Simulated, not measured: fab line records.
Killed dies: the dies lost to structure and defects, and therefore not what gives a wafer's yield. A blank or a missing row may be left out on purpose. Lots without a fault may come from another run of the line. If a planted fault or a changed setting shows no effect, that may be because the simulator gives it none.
fab line records :: flow nandHarc :: part 2 of 2: steps 27 to 37 of 37
record
  lots=5
  wafers=15
  lastDay=25
route steps=1159 shown A_STAIRCASE@673
lots untouched by any fault: they come from a run of this same line in which no faults occurred
startH: hours from the record's first day to the start of the lot's first wafer shown :: waitH: time in hours since the lot's previous step :: " the same as in the row above :: L1.1+2: several wafers, shown together as one row :: - either no value or no given start :: * or withheld: withheld :: < > ~ a bound
route shown NAME@n: a module of which the file shows steps, and the number in the route of the first :: usual: mean/standard deviation of fault-free wafers :: same: alike in all rows :: chamber/n: place in a boat :: sites: readings site by site :: _std_site: standard deviation of those values :: _edge_site: inner sites' mean taken away from outer sites' mean :: radiusMm: for every site, how far away it sits from the centre of the wafer :: mask NAME#n: copy n :: behind: the tool/chamber that last shaped the wafer :: hold: why the lot was held/for how many hours/how that ended :: device: whichever transistor did not switch (one of n, p or np) :: end of line: tests of these same wafers at the route's end :: where a step has no rows: the recipe by itself :: killed: count of dies lost to structure and defects at first sort (not the wafer's yield) :: map: per-die view of a wafer (x killed, . not killed, _ where there is no die)
set.NAME: the setting the step ran with; set.NAME@STEP: the setting that earlier step ran with :: model.NAME: the simulator's own value behind a step, which no gauge read
lots at some steps of the route; a table a step, a row a wafer
services: a tool's chamber out of use, with start hour (startH, from the record's first day; less than 0 if before it), hours out, and reason
## steps
# step NHARC_A_STAIRCASE_WET_418
# recipe
  tempC=160
  targetDepthA=200
  chemistry=H3PO4
lot.wafer: L080.3+5+6
tool: wetH3po4-02
chamber: 1
startH: 318.25
waitH: -

lot.wafer: L087.1+2+6
tool: wetH3po4-02
chamber: 0
startH: 350.98
waitH: -

lot.wafer: L092.2+3+4
tool: wetH3po4-02
chamber: 0
startH: 366.56
waitH: -

lot.wafer: L093.2+4+6
tool: wetH3po4-01
chamber: 0
startH: 369.65
waitH: -

lot.wafer: L095.3+4+6
tool: wetH3po4-02
chamber: 0
startH: 392.58
waitH: -
# step NHARC_A_STAIRCASE_PRECLEAN_419
# recipe
  timeS=*
  tempC=50
  bathAgeMin=0
  chemistry=SC1
lot.wafer: L080.3+5+6
tool: wetBench-02
chamber: 4,7,0
startH: 318.87
waitH: 0.1

lot.wafer: L087.2+6+1
tool: wetBench-06
chamber: 0,1,2
startH: 351.58
waitH: 0.0

lot.wafer: L092.2+3+4
tool: wetBench-06
chamber: 2,3,4
startH: 367.14
waitH: 0.0

lot.wafer: L093.2+4+6
tool: wetBench-06
chamber: 0,3,4
startH: 370.23
waitH: 0.0

lot.wafer: L095.6+4+3
tool: wetBench-02
chamber: 3,4,5
startH: 393.17
waitH: 0.0
# step NHARC_A_STAIRCASE_SRD_421
lot.wafer: L080.3+5+6
tool: wetBench-02
chamber: 4,7,0
startH: -
waitH: -

lot.wafer: L087.2+6+1
tool: wetBench-06
chamber: 0,1,2
startH: -
waitH: -

lot.wafer: L092.2+3+4
tool: wetBench-06
chamber: 2,3,4
startH: -
waitH: -

lot.wafer: L093.2+4+6
tool: wetBench-06
chamber: 0,3,4
startH: -
waitH: -

lot.wafer: L095.6+4+3
tool: wetBench-02
chamber: 3,4,5
startH: -
waitH: -
# step NHARC_A_STAIRCASE_ALD_420
# recipe
  targetThkA=200
  pulseTimeS=6
  aldCycles=200
  tempC=300
  material=SiO2
# usual
  heaterPowerW=456/86
  precursorPulseHeightRel=1.000/0.023
# same
  pulseTimeS=6
lot.wafer: L080.3
tool: aldHk-02
chamber: 1
startH: 319.01
waitH: -
heaterPowerW: 422
precursorPulseHeightRel: 1.009

lot.wafer: L080.5
tool: aldHk-02
chamber: 1
startH: 319.01
waitH: -
heaterPowerW: 431
precursorPulseHeightRel: 1.003

lot.wafer: L080.6
tool: aldHk-02
chamber: 2
startH: 319.01
waitH: -
heaterPowerW: 498
precursorPulseHeightRel: 0.999

lot.wafer: L087.1
tool: aldHk-02
chamber: 1
startH: 351.70
waitH: -
heaterPowerW: 422
precursorPulseHeightRel: 0.982

lot.wafer: L087.2
tool: aldHk-02
chamber: 3
startH: 351.70
waitH: -
heaterPowerW: 341
precursorPulseHeightRel: 0.999

lot.wafer: L087.6
tool: aldHk-02
chamber: 2
startH: 351.70
waitH: -
heaterPowerW: 500
precursorPulseHeightRel: 0.985

lot.wafer: L092.3
tool: aldHk-02
chamber: 1
startH: 367.27
waitH: -
heaterPowerW: 430
precursorPulseHeightRel: 1.012

lot.wafer: L092.2
tool: aldHk-02
chamber: 2
startH: 367.27
waitH: -
heaterPowerW: 481
precursorPulseHeightRel: 0.996

lot.wafer: L092.4
tool: aldHk-02
chamber: 0
startH: 367.27
waitH: -
heaterPowerW: 461
precursorPulseHeightRel: 0.975

lot.wafer: L093.4
tool: aldHk-02
chamber: 2
startH: 370.53
waitH: -
heaterPowerW: 500
precursorPulseHeightRel: 1.040

lot.wafer: L093.2
tool: aldHk-02
chamber: 0
startH: 370.53
waitH: -
heaterPowerW: 446
precursorPulseHeightRel: 1.022

lot.wafer: L093.6
tool: aldHk-02
chamber: 1
startH: 370.53
waitH: -
heaterPowerW: 433
precursorPulseHeightRel: 1.017

lot.wafer: L095.3
tool: aldHk-04
chamber: 3
startH: 395.28
waitH: -
heaterPowerW: 515
precursorPulseHeightRel: 0.960

lot.wafer: L095.4
tool: aldHk-04
chamber: 0
startH: 395.28
waitH: -
heaterPowerW: 498
precursorPulseHeightRel: 0.988

lot.wafer: L095.6
tool: aldHk-04
chamber: 2
startH: 395.28
waitH: -
heaterPowerW: 543
precursorPulseHeightRel: 1.019
# step NHARC_A_STAIRCASE_CVD_552
# recipe
  targetThkA=400
  tempC=700
  pressureMtorr=300
  material=SiNx
# usual
  spikeTcLowerC=700.6/1.1
  zonePowerCentrePct=11.5/0.98
lot.wafer: L080.3
tool: lpcvd-02
chamber: 0
startH: -
waitH: -
spikeTcLowerC: 700.7
zonePowerCentrePct: 12.5

lot.wafer: L080.5
tool: lpcvd-02
chamber: 0
startH: -
waitH: -
spikeTcLowerC: 700.2
zonePowerCentrePct: 12.3

lot.wafer: L080.6
tool: lpcvd-02
chamber: 0
startH: -
waitH: -
spikeTcLowerC: 701.5
zonePowerCentrePct: 12.3

lot.wafer: L087.1
tool: lpcvd-02
chamber: 0
startH: -
waitH: -
spikeTcLowerC: 701.2
zonePowerCentrePct: 12.4

lot.wafer: L087.2
tool: lpcvd-02
chamber: 0
startH: -
waitH: -
spikeTcLowerC: 701.2
zonePowerCentrePct: 12.5

lot.wafer: L087.6
tool: lpcvd-02
chamber: 0
startH: -
waitH: -
spikeTcLowerC: 702.0
zonePowerCentrePct: 12.1

lot.wafer: L092.2
tool: lpcvd-01
chamber: 1
startH: -
waitH: -
spikeTcLowerC: 700.3
zonePowerCentrePct: 10.1

lot.wafer: L092.3
tool: lpcvd-01
chamber: 1
startH: -
waitH: -
spikeTcLowerC: 700.2
zonePowerCentrePct: 10.2

lot.wafer: L092.4
tool: lpcvd-01
chamber: 1
startH: -
waitH: -
spikeTcLowerC: 701.4
zonePowerCentrePct: 9.9

lot.wafer: L093.2
tool: lpcvd-01
chamber: 0
startH: -
waitH: -
spikeTcLowerC: 698.4
zonePowerCentrePct: 10.5

lot.wafer: L093.4
tool: lpcvd-01
chamber: 0
startH: -
waitH: -
spikeTcLowerC: 698.5
zonePowerCentrePct: 10.4

lot.wafer: L093.6
tool: lpcvd-01
chamber: 0
startH: -
waitH: -
spikeTcLowerC: 698.5
zonePowerCentrePct: 10.6

lot.wafer: L095.3
tool: lpcvd-02
chamber: 1
startH: 400.28
waitH: 4.7
spikeTcLowerC: 700.7
zonePowerCentrePct: 12.3

lot.wafer: L095.4
tool: lpcvd-02
chamber: 1
startH: 400.28
waitH: 4.7
spikeTcLowerC: 700.0
zonePowerCentrePct: 12.4

lot.wafer: L095.6
tool: lpcvd-02
chamber: 1
startH: 400.28
waitH: 4.7
spikeTcLowerC: 701.5
zonePowerCentrePct: 12.3
# step NHARC_A_STAIRCASE_DEP_151
# recipe
  targetThkA=38000
  tempC=400
  targetThkNm=3800
  teosFlowSccm=200
  rfW=500
  material=SiO2
# usual
  heaterPowerW=592/96
lot.wafer: L080.3
tool: pecvd-02
chamber: 0
startH: 328.02
waitH: 1.1
heaterPowerW: 627

lot.wafer: L080.6
tool: pecvd-02
chamber: 2
startH: 328.02
waitH: 1.1
heaterPowerW: 560

lot.wafer: L080.5
tool: pecvd-02
chamber: 0
startH: 328.02
waitH: 1.1
heaterPowerW: 546

lot.wafer: L087.1
tool: pecvd-02
chamber: 1
startH: 360.09
waitH: 0.5
heaterPowerW: 471

lot.wafer: L087.2
tool: pecvd-02
chamber: 2
startH: 360.09
waitH: 0.5
heaterPowerW: 722

lot.wafer: L087.6
tool: pecvd-02
chamber: 1
startH: 360.09
waitH: 0.5
heaterPowerW: 460

lot.wafer: L092.3
tool: pecvd-02
chamber: 0
startH: 375.60
waitH: 0.5
heaterPowerW: 645

lot.wafer: L092.2
tool: pecvd-02
chamber: 1
startH: 375.60
waitH: 0.5
heaterPowerW: 482

lot.wafer: L092.4
tool: pecvd-02
chamber: 0
startH: 375.60
waitH: 0.5
heaterPowerW: 526

lot.wafer: L093.2
tool: pecvd-04
chamber: 1
startH: 375.60
waitH: 0.5
heaterPowerW: 762

lot.wafer: L093.4
tool: pecvd-04
chamber: 0
startH: 375.60
waitH: 0.5
heaterPowerW: 523

lot.wafer: L093.6
tool: pecvd-04
chamber: 1
startH: 375.60
waitH: 0.5
heaterPowerW: 653

lot.wafer: L095.3
tool: pecvd-01
chamber: 1
startH: 404.06
waitH: 0.6
heaterPowerW: 524

lot.wafer: L095.4
tool: pecvd-01
chamber: 2
startH: 404.06
waitH: 0.6
heaterPowerW: 658

lot.wafer: L095.6
tool: pecvd-01
chamber: 1
startH: 404.06
waitH: 0.6
heaterPowerW: 407
# step NHARC_A_STAIRCASE_ANNEAL_320
# recipe
  tempC=750
  timeS=1800
# usual
  spikeTcLowerC=750.2/1
  zonePowerCentrePct=14.14/0.21
lot.wafer: L080.3
tool: furnace-08
chamber: 0
startH: 330.95
waitH: -
spikeTcLowerC: 749.4
zonePowerCentrePct: 14.14

lot.wafer: L080.5
tool: furnace-08
chamber: 0
startH: 330.95
waitH: -
spikeTcLowerC: 750.6
zonePowerCentrePct: 13.96

lot.wafer: L080.6
tool: furnace-08
chamber: 0
startH: 330.95
waitH: -
spikeTcLowerC: 749.0
zonePowerCentrePct: 14.05

lot.wafer: L087.1
tool: furnace-08
chamber: 0
startH: 363.68
waitH: -
spikeTcLowerC: 751.0
zonePowerCentrePct: 14.26

lot.wafer: L087.2
tool: furnace-08
chamber: 0
startH: 363.68
waitH: -
spikeTcLowerC: 749.0
zonePowerCentrePct: 14.20

lot.wafer: L087.6
tool: furnace-08
chamber: 0
startH: 363.68
waitH: -
spikeTcLowerC: 750.8
zonePowerCentrePct: 14.03

lot.wafer: L092.2
tool: furnace-08
chamber: 0
startH: 379.38
waitH: -
spikeTcLowerC: 748.0
zonePowerCentrePct: 13.97

lot.wafer: L092.3
tool: furnace-08
chamber: 0
startH: 379.38
waitH: -
spikeTcLowerC: 748.9
zonePowerCentrePct: 14.14

lot.wafer: L092.4
tool: furnace-08
chamber: 0
startH: 379.38
waitH: -
spikeTcLowerC: 750.4
zonePowerCentrePct: 14.14

lot.wafer: L093.2
tool: furnace-08
chamber: 0
startH: 379.38
waitH: -
spikeTcLowerC: 749.1
zonePowerCentrePct: 14.12

lot.wafer: L093.4
tool: furnace-08
chamber: 0
startH: 379.38
waitH: -
spikeTcLowerC: 750.1
zonePowerCentrePct: 14.39

lot.wafer: L093.6
tool: furnace-08
chamber: 0
startH: 379.38
waitH: -
spikeTcLowerC: 749.5
zonePowerCentrePct: 14.16

lot.wafer: L095.3
tool: furnace-08
chamber: 0
startH: 407.56
waitH: -
spikeTcLowerC: 747.9
zonePowerCentrePct: 14.33

lot.wafer: L095.4
tool: furnace-08
chamber: 0
startH: 407.56
waitH: -
spikeTcLowerC: 749.2
zonePowerCentrePct: 14.44

lot.wafer: L095.6
tool: furnace-08
chamber: 0
startH: 407.56
waitH: -
spikeTcLowerC: 751.3
zonePowerCentrePct: 14.13
# step NHARC_A_STAIRCASE_DEP_322
# recipe
  targetThkA=38000
  tempC=400
  targetThkNm=3800
  teosFlowSccm=200
  rfW=500
  material=SiO2
# usual
  heaterPowerW=596/94
lot.wafer: L080.3
tool: pecvd-01
chamber: 1
startH: 335.01
waitH: 0.7
heaterPowerW: 526

lot.wafer: L080.6
tool: pecvd-01
chamber: 0
startH: 335.01
waitH: 0.7
heaterPowerW: 627

lot.wafer: L080.5
tool: pecvd-01
chamber: 2
startH: 335.01
waitH: 0.7
heaterPowerW: 647

lot.wafer: L087.1
tool: pecvd-04
chamber: 0
startH: 367.06
waitH: 0.1
heaterPowerW: 672

lot.wafer: L087.2
tool: pecvd-04
chamber: 2
startH: 367.06
waitH: 0.1
heaterPowerW: 542

lot.wafer: L087.6
tool: pecvd-04
chamber: 0
startH: 367.06
waitH: 0.1
heaterPowerW: 532

lot.wafer: L092.3
tool: pecvd-01
chamber: 1
startH: 383.20
waitH: 0.4
heaterPowerW: 441

lot.wafer: L092.2
tool: pecvd-01
chamber: 2
startH: 383.20
waitH: 0.4
heaterPowerW: 744

lot.wafer: L092.4
tool: pecvd-01
chamber: 2
startH: 383.20
waitH: 0.4
heaterPowerW: 632

lot.wafer: L093.2
tool: pecvd-02
chamber: 0
startH: 383.72
waitH: 0.9
heaterPowerW: 651

lot.wafer: L093.6
tool: pecvd-02
chamber: 0
startH: 383.72
waitH: 0.9
heaterPowerW: 524

lot.wafer: L093.4
tool: pecvd-02
chamber: 1
startH: 383.72
waitH: 0.9
heaterPowerW: 465

lot.wafer: L095.3
tool: pecvd-01
chamber: 0
startH: 411.20
waitH: 0.3
heaterPowerW: 786

lot.wafer: L095.4
tool: pecvd-01
chamber: 2
startH: 411.20
waitH: 0.3
heaterPowerW: 658

lot.wafer: L095.6
tool: pecvd-01
chamber: 0
startH: 411.20
waitH: 0.3
heaterPowerW: 628
# step NHARC_A_STAIRCASE_ANNEAL_323
# recipe
  tempC=750
  timeS=1800
# usual
  spikeTcLowerC=750.2/1
  zonePowerCentrePct=14.14/0.22
lot.wafer: L080.3
tool: furnace-08
chamber: 0
startH: 340.66
waitH: -
spikeTcLowerC: 750.2
zonePowerCentrePct: 13.92

lot.wafer: L080.5
tool: furnace-08
chamber: 0
startH: 340.66
waitH: -
spikeTcLowerC: 750.0
zonePowerCentrePct: 13.87

lot.wafer: L080.6
tool: furnace-08
chamber: 0
startH: 340.66
waitH: -
spikeTcLowerC: 750.6
zonePowerCentrePct: 14.27

lot.wafer: L087.1
tool: furnace-08
chamber: 0
startH: 373.48
waitH: -
spikeTcLowerC: 749.9
zonePowerCentrePct: 13.97

lot.wafer: L087.2
tool: furnace-08
chamber: 0
startH: 373.48
waitH: -
spikeTcLowerC: 749.2
zonePowerCentrePct: 14.02

lot.wafer: L087.6
tool: furnace-08
chamber: 0
startH: 373.48
waitH: -
spikeTcLowerC: 750.0
zonePowerCentrePct: 14.06

lot.wafer: L092.2
tool: furnace-08
chamber: 0
startH: 389.16
waitH: -
spikeTcLowerC: 750.0
zonePowerCentrePct: 14.40

lot.wafer: L092.3
tool: furnace-08
chamber: 0
startH: 389.16
waitH: -
spikeTcLowerC: 749.7
zonePowerCentrePct: 14.18

lot.wafer: L092.4
tool: furnace-08
chamber: 0
startH: 389.16
waitH: -
spikeTcLowerC: 752.0
zonePowerCentrePct: 14.00

lot.wafer: L093.2
tool: furnace-08
chamber: 0
startH: 389.16
waitH: -
spikeTcLowerC: 750.0
zonePowerCentrePct: 14.01

lot.wafer: L093.4
tool: furnace-08
chamber: 0
startH: 389.16
waitH: -
spikeTcLowerC: 749.4
zonePowerCentrePct: 14.20

lot.wafer: L093.6
tool: furnace-08
chamber: 0
startH: 389.16
waitH: -
spikeTcLowerC: 748.5
zonePowerCentrePct: 13.99

lot.wafer: L095.3
tool: furnace-08
chamber: 0
startH: 417.56
waitH: -
spikeTcLowerC: 750.1
zonePowerCentrePct: 14.12

lot.wafer: L095.4
tool: furnace-08
chamber: 0
startH: 417.56
waitH: -
spikeTcLowerC: 750.3
zonePowerCentrePct: 14.14

lot.wafer: L095.6
tool: furnace-08
chamber: 0
startH: 417.56
waitH: -
spikeTcLowerC: 751.4
zonePowerCentrePct: 14.33
# step NHARC_A_STAIRCASE_DEP_325
# recipe
  targetThkA=38000
  tempC=400
  targetThkNm=3800
  teosFlowSccm=200
  rfW=500
  material=SiO2
# usual
  heaterPowerW=593/100
lot.wafer: L080.3
tool: pecvd-01
chamber: 0
startH: 344.65
waitH: 0.6
heaterPowerW: 769

lot.wafer: L080.5
tool: pecvd-01
chamber: 0
startH: 344.65
waitH: 0.6
heaterPowerW: 632

lot.wafer: L080.6
tool: pecvd-01
chamber: 2
startH: 344.65
waitH: 0.6
heaterPowerW: 642

lot.wafer: L087.2
tool: pecvd-01
chamber: 1
startH: 376.97
waitH: 0.2
heaterPowerW: 468

lot.wafer: L087.1
tool: pecvd-01
chamber: 2
startH: 376.97
waitH: 0.2
heaterPowerW: 717

lot.wafer: L087.6
tool: pecvd-01
chamber: 1
startH: 376.97
waitH: 0.2
heaterPowerW: 411

lot.wafer: L092.2
tool: pecvd-04
chamber: 0
startH: 392.64
waitH: 0.1
heaterPowerW: 626

lot.wafer: L092.3
tool: pecvd-04
chamber: 1
startH: 392.64
waitH: 0.1
heaterPowerW: 659

lot.wafer: L092.4
tool: pecvd-04
chamber: 2
startH: 392.64
waitH: 0.1
heaterPowerW: 495

lot.wafer: L093.2
tool: pecvd-02
chamber: 0
startH: 392.85
waitH: 0.3
heaterPowerW: 669

lot.wafer: L093.6
tool: pecvd-02
chamber: 1
startH: 392.85
waitH: 0.3
heaterPowerW: 459

lot.wafer: L093.4
tool: pecvd-02
chamber: 0
startH: 392.85
waitH: 0.3
heaterPowerW: 534

lot.wafer: L095.3
tool: pecvd-04
chamber: 1
startH: 420.95
waitH: 0.1
heaterPowerW: 691

lot.wafer: L095.4
tool: pecvd-04
chamber: 1
startH: 420.95
waitH: 0.1
heaterPowerW: 655

lot.wafer: L095.6
tool: pecvd-04
chamber: 2
startH: 420.95
waitH: 0.1
heaterPowerW: 506
# step NHARC_A_STAIRCASE_ANNEAL_326
# recipe
  tempC=750
  timeS=1800
# usual
  spikeTcLowerC=750.1/1.1
  zonePowerCentrePct=14.17/0.24
lot.wafer: L080.3
tool: furnace-08
chamber: 0
startH: 350.30
waitH: -
spikeTcLowerC: 751.7
zonePowerCentrePct: 14.05

lot.wafer: L080.5
tool: furnace-08
chamber: 0
startH: 350.30
waitH: -
spikeTcLowerC: 749.5
zonePowerCentrePct: 14.12

lot.wafer: L080.6
tool: furnace-08
chamber: 0
startH: 350.30
waitH: -
spikeTcLowerC: 749.4
zonePowerCentrePct: 14.36

lot.wafer: L087.1
tool: furnace-08
chamber: 0
startH: 382.38
waitH: -
spikeTcLowerC: 748.6
zonePowerCentrePct: 14.22

lot.wafer: L087.2
tool: furnace-08
chamber: 0
startH: 382.38
waitH: -
spikeTcLowerC: 749.8
zonePowerCentrePct: 14.12

lot.wafer: L087.6
tool: furnace-08
chamber: 0
startH: 382.38
waitH: -
spikeTcLowerC: 750.0
zonePowerCentrePct: 14.23

lot.wafer: L092.2
tool: furnace-06
chamber: 0
startH: 397.11
waitH: -
spikeTcLowerC: 751.4
zonePowerCentrePct: 14.38

lot.wafer: L092.3
tool: furnace-06
chamber: 0
startH: 397.11
waitH: -
spikeTcLowerC: 751.9
zonePowerCentrePct: 14.51

lot.wafer: L092.4
tool: furnace-06
chamber: 0
startH: 397.11
waitH: -
spikeTcLowerC: 749.6
zonePowerCentrePct: 14.40

lot.wafer: L093.2
tool: furnace-06
chamber: 0
startH: 397.11
waitH: -
spikeTcLowerC: 750.9
zonePowerCentrePct: 14.42

lot.wafer: L093.4
tool: furnace-06
chamber: 0
startH: 397.11
waitH: -
spikeTcLowerC: 750.3
zonePowerCentrePct: 14.54

lot.wafer: L093.6
tool: furnace-06
chamber: 0
startH: 397.11
waitH: -
spikeTcLowerC: 749.3
zonePowerCentrePct: 14.51

lot.wafer: L095.3
tool: furnace-08
chamber: 0
startH: 426.43
waitH: -
spikeTcLowerC: 749.4
zonePowerCentrePct: 14.24

lot.wafer: L095.4
tool: furnace-08
chamber: 0
startH: 426.43
waitH: -
spikeTcLowerC: 751.5
zonePowerCentrePct: 13.93

lot.wafer: L095.6
tool: furnace-08
chamber: 0
startH: 426.43
waitH: -
spikeTcLowerC: 750.5
zonePowerCentrePct: 14.20
## services
tool: aldHk-02
chamber: -
startH: 280.00
hours: 10.0
kind: pm

tool: wetBench-05
chamber: -
startH: 286.01
hours: 6.5
kind: repair

tool: pecvd-01
chamber: -
startH: 292.38
hours: 1.7
kind: repair

tool: krfScanner-04
chamber: -
startH: 298.00
hours: 4.0
kind: pm

tool: wetBench-06
chamber: -
startH: 305.60
hours: 8.0
kind: pm

tool: lpcvd-01
chamber: -
startH: 314.00
hours: 26.0
kind: pm

tool: aclDep-03
chamber: -
startH: 317.37
hours: 0.2
kind: repair

tool: pecvd-02
chamber: -
startH: 334.32
hours: 13.0
kind: pm

tool: lithoTrack-02
chamber: -
startH: 340.00
hours: 7.0
kind: pm

tool: rieDiel-05
chamber: -
startH: 340.63
hours: 9.0
kind: pm

tool: krfScanner-04
chamber: -
startH: 352.90
hours: 0.3
kind: repair

tool: rieDiel-09
chamber: 0
startH: 353.62
hours: 40.8
kind: repair

tool: rieDiel-09
chamber: 2
startH: 354.77
hours: 10.6
kind: repair

tool: wetBench-02
chamber: -
startH: 356.01
hours: 8.0
kind: pm

tool: lithoTrack-07
chamber: -
startH: 364.00
hours: 7.0
kind: pm

tool: rieDiel-09
chamber: 2
startH: 366.19
hours: 2.7
kind: repair

tool: wetBench-05
chamber: -
startH: 372.80
hours: 8.0
kind: pm

tool: pecvd-04
chamber: -
startH: 376.57
hours: 13.0
kind: pm

tool: rieDiel-05
chamber: 0
startH: 384.98
hours: 7.7
kind: repair

tool: rieDiel-05
chamber: 3
startH: 385.22
hours: 1.5
kind: repair

tool: lithoTrack-05
chamber: -
startH: 412.01
hours: 7.0
kind: pm

tool: wetH3po4-02
chamber: -
startH: 415.26
hours: 57.8
kind: repair

tool: pecvd-01
chamber: -
startH: 418.03
hours: 13.0
kind: pm

tool: krfScanner-04
chamber: -
startH: 424.32
hours: 0.6
kind: repair
